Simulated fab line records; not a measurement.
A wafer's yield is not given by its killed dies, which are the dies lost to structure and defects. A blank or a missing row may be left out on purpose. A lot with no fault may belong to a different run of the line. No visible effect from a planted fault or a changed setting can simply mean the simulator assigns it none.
Which of the tools did it? -- flow n5Finfet -- Sampling: 12 lots, 36 wafers, 4 of 1938 route steps

## WHAT THE GAUGES READ, wafer by wafer
N5_BEOL_M2_OVL_MEAS_12.
lot,measured,on,M2_OVL (nm)
L075,day 6 22:41,overlay-02,-0.5 0.8 -0.4
L077,day 7 06:55,overlay-01,-0.5 0.1 0.3
L079,day 7 21:47,overlay-02,0.4 -0.8 0.6
L081,day 8 06:53,overlay-02,-0.8 0.3 -0.3
L083,day 8 16:53,overlay-01,-0.5 -0.1 -0.2
L085,day 9 08:50,overlay-02,0.2 -1.5 -0.2
L087,day 9 23:07,overlay-02,-0.5 0.2 -0.5
L090,day 10 07:42,overlay-01,0.0 -0.8 -1.2
L091,day 10 15:55,overlay-01,-0.6 0.0 -0.3
L093,day 11 07:01,overlay-01,-0.4 0.2 -0.2
L095,day 11 17:05,overlay-01,0.1 0.2 -0.2
L097,day 12 05:29,overlay-02,-1.3 -1.4 -0.2

## WHAT TOOL EACH LOT RAN ON (gives the tool, then ch and the chambers of the sampled wafers, and finally the start)
lot,N5_BEOL_M1_ANNEAL_89,N5_BEOL_M1_SPUTTER_92,N5_BEOL_M2_PECVD_72
L075,"pvdSputter-02, day 6 19:39","pvdSputter-02, day 6 20:01","pecvd-01 ch 0,1,2, day 6 21:42"
L077,"pvdSputter-02, day 7 01:20","pvdSputter-02, day 7 01:41","pecvd-01 ch 1,2, day 7 03:22"
L079,"pvdSputter-03, day 7 17:22","pvdSputter-03, day 7 17:43","pecvd-01 ch 1,2, day 7 19:32"
L081,"pvdSputter-01, day 8 02:22","pvdSputter-01, day 8 02:43","pecvd-01 ch 0,1, day 8 04:22"
L083,"pvdSputter-03, day 8 12:38","pvdSputter-03, day 8 12:59","pecvd-01 ch 0,1,2, day 8 14:48"
L085,"pvdSputter-02, day 9 04:43","pvdSputter-02, day 9 05:05","pecvd-03 ch 1,2, day 9 06:46"
L087,"pvdSputter-02, day 9 19:21","pvdSputter-02, day 9 19:43","pecvd-03 ch 1,2, day 9 21:37"
L090,"pvdSputter-01, day 10 05:10","pvdSputter-01, day 10 05:31","pecvd-01 ch 0,1, day 10 07:13"
L091,"pvdSputter-02, day 10 11:22","pvdSputter-02, day 10 11:44","pecvd-02 ch 0,1, day 10 13:37"
L093,"pvdSputter-01, day 11 03:40","pvdSputter-01, day 11 04:01","pecvd-02 ch 0,1, day 11 05:42"
L095,"pvdSputter-02, day 11 14:08","pvdSputter-02, day 11 14:30","pecvd-01 ch 0,1, day 11 16:14"
L097,"pvdSputter-02, day 12 01:04","pvdSputter-02, day 12 01:25","pecvd-03 ch 0,2, day 12 03:08"
- N5_BEOL_M1_ANNEAL_89: time 240 s.
- N5_BEOL_M1_SPUTTER_92: material Cu, target thk 4.5 nm, time 8.29 s.
- N5_BEOL_M2_PECVD_72: deposits SiO2 from TEOS/O2, target thk 16 nm, time 18 s.

## THE ANSWER, worked out from the rows above alone
Rule: the lots themselves supply what counts as usual. The widest of any qualifying gaps counts: lots, ordered by their means at a reading, are off when they make up no more than a third of the lots, leave a main group of 4 or more, and stand apart from it by 3 or more times the standard deviation of that group's means. The tables above print the reading to a certain number of digits; a main group whose means all agree to those digits is not used. Also off: a lot with no number at a reading for which 4 or more lots have one. The other lots that the step has rows for count as sound.
None of the lots is off at any reading shown; this tells nothing.

## WHAT HAD BEEN PUT IN BY THE SIMULATOR
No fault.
